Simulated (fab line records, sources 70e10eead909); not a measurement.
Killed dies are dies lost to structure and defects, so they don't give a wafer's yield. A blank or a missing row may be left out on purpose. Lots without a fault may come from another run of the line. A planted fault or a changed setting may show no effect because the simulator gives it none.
Chamber matching | flow nand_harc | NHARC_A_BLC_ALD_23 on ald_metal-02: 4 sister chambers
The step deposits TiN, target thk 3 nm, pulse time 1 s, ald cycles 150. 14 wafers are shown with their chamber, then 7 later ones without.

WAFERS WITH THEIR CHAMBER
wafer  | chamber | heater_power_w (W) | precursor_pulse_height_rel
L448.3 | 0       | 1096               | 1.005
L448.4 | 1       | 1214               | 0.984
L448.5 | 2       | 1230               | 1.033
L454.1 | 2       | 1221               | 1.003
L454.2 | 3       | 1101               | 0.965
L454.4 | 0       | 1095               | 1.003
L461.1 | 1       | 1259               | 1.043
L461.2 | 0       | 1115               | 1.012
L461.6 | 2       | 1231               | 0.998
L466.2 | 2       | 1232               | 1.009
L466.4 | 1       | 1268               | 1.014
L466.5 | 0       | 1130               | 0.984
L468.1 | 2       | 1244               | 1.017
L468.2 | 3       | 1134               | 0.990

SIGNATURES (means of the wafers above)
reading                    | chamber 0 | chamber 1 | chamber 2 | chamber 3 | scatter within a chamber
heater_power_w             | 1109.00   | 1247.00   | 1231.60   | 1117.50   | 18.2
precursor_pulse_height_rel | 1.00100   | 1.01367   | 1.01200   | 0.97750   | 0.018
Rule: a wafer's distance from a chamber is the root of the sum, over the readings, of the square of ((its reading less the chamber's mean) divided by the reading's scatter). The wafer belongs to the nearest chamber; if the next one is less than 2 further off, it can't be placed. The scatter: the root of (the sum of the squares of (reading less its chamber's mean) over the shown wafers, divided by (wafers less chambers)).

WAFERS WITHOUT THEIR CHAMBER
wafer  | heater_power_w (W) | precursor_pulse_height_rel
L468.3 | 1273               | 1.022
L467.3 | 1107               | 1.009
L467.5 | 1133               | 1.028
L467.6 | 1216               | 0.998
L469.3 | 1104               | 0.995
L469.4 | 1266               | 0.969
L469.6 | 1104               | 0.963

WHICH CHAMBER EACH WENT THROUGH
wafer  | from the rows above     | in truth
L468.3 | can't be placed: 1 or 2 | 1
L467.3 | can't be placed: 0 or 3 | 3
L467.5 | can't be placed: 0 or 3 | 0
L467.6 | can't be placed: 2 or 1 | 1
L469.3 | can't be placed: 0 or 3 | 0
L469.4 | can't be placed: 1 or 2 | 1
L469.6 | can't be placed: 3 or 0 | 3
Placed correctly: 0 of 7. Can't be placed from these rows: 7 (the true chamber is among the candidates in 7). Placed wrongly: 0.
